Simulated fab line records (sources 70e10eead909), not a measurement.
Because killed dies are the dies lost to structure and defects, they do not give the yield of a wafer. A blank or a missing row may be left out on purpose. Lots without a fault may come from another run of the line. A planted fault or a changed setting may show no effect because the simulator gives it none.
Which tool was responsible? | flow nand-harc | 72 wafers sampled from 24 lots at 1 step of a route of 1302

WHAT THE GAUGES SHOWED, per wafer
NHARC_A_CONTACT_OVL_MEAS_70.
lot  | measured     | on         | overlay-x-nm (nm) | overlay-y-nm (nm)
L074 | day 21 21:50 | overlay-02 | 1.1 1.4 1.5       | -1.0 -1.1 -1.3
L075 | day 22 01:08 | overlay-02 | -0.6 -0.1 -0.3    | -0.6 -1.0 -0.9
L076 | day 22 09:20 | overlay-01 | 0.6 -0.4 0.0      | -0.6 -0.9 -1.2
L077 | day 23 13:44 | overlay-01 | -1.0 -0.1 -0.9    | -1.4 -2.1 -1.9
L079 | day 23 14:49 | overlay-02 | 0.5 0.4 0.4       | -0.4 -0.3 -1.1
L078 | day 23 20:57 | overlay-02 | -0.7 -0.6 -0.9    | -0.5 -0.9 -0.8
L080 | day 24 11:00 | overlay-01 | 1.2 1.3 1.7       | 1.8 0.6 0.8
L082 | day 25 08:24 | overlay-02 | 0.6 0.4 -0.3      | 1.2 1.3 1.5
L081 | day 25 10:24 | overlay-02 | 0.0 0.6 0.7       | 0.7 0.2 0.4
L083 | day 25 13:34 | overlay-01 | 1.4 0.8 0.7       | -1.5 -0.5 -1.1
L084 | day 25 14:04 | overlay-02 | 0.5 0.6 0.8       | 0.7 0.1 0.3
L085 | day 26 17:13 | overlay-01 | -1.2 -0.9 -0.4    | -0.7 -0.8 -1.2
L086 | day 26 19:21 | overlay-02 | 0.2 -0.2 0.6      | 0.7 0.0 0.7
L088 | day 27 11:23 | overlay-01 | 0.1 0.2 -0.2      | 0.6 0.4 0.6
L087 | day 27 12:07 | overlay-02 | 0.4 -0.6 -0.3     | -0.1 -0.3 0.1
L089 | day 27 14:39 | overlay-02 | -0.1 -0.1 0.5     | 0.2 1.0 0.9
L090 | day 28 13:16 | overlay-01 | 0.5 -0.4 -0.8     | 0.7 1.2 0.9
L091 | day 28 14:46 | overlay-01 | -0.8 -1.2 -0.6    | -0.7 -0.6 -0.3
L093 | day 29 07:37 | overlay-02 | 0.4 0.6 0.7       | 0.1 0.4 1.1
L092 | day 29 10:00 | overlay-02 | 0.3 0.6 -0.2      | -1.4 -1.2 -1.2
L094 | day 29 21:24 | overlay-02 | -1.4 -1.0 -1.4    | 0.0 -0.4 0.0
L095 | day 30 12:03 | overlay-02 | -0.2 0.2 -0.2     | -0.5 -0.9 -0.1
L097 | day 30 18:35 | overlay-01 | -0.2 0.4 0.2      | -0.2 -0.8 -0.9
L096 | day 30 20:53 | overlay-02 | -0.3 -0.5 -0.1    | -1.1 -1.2 -0.2

WHICH TOOL RAN EACH LOT (tool, then ch and the chambers of the sampled wafers, then the start)
The record shows no process step preceding these readings.

AS READ BY THE TOOLS THEMSELVES (means over the sampled wafers that have a number; for cases with no such wafer, the mark the record gives instead)
The record holds no such reading with a usual standard deviation.

THE ANSWER, worked out from the rows above alone
Rule: usual is defined by the lots themselves. Put in order of their means at a reading, lots are off if they are a third of the lots or fewer, leave a main group of 4 or more, and stand apart from it by a gap of 3 or more times the standard deviation of the main group's means; of several such gaps the widest counts. A main group is skipped when, at the precision printed for the reading in the tables above, its means are all equal. Also off: a lot with no number at a reading for which 4 or more lots have one. The other lots that the step has rows for count as sound. Order of review: gauges by route order, followed by the tools' own readings, for which a lot's mean as printed above is used. At the first step where some lot is off, the reading lying furthest off is the one used; lots without a number count as furthest.
None of the lots is off at any reading shown; this tells nothing.

WHAT THE SIMULATOR PUT IN
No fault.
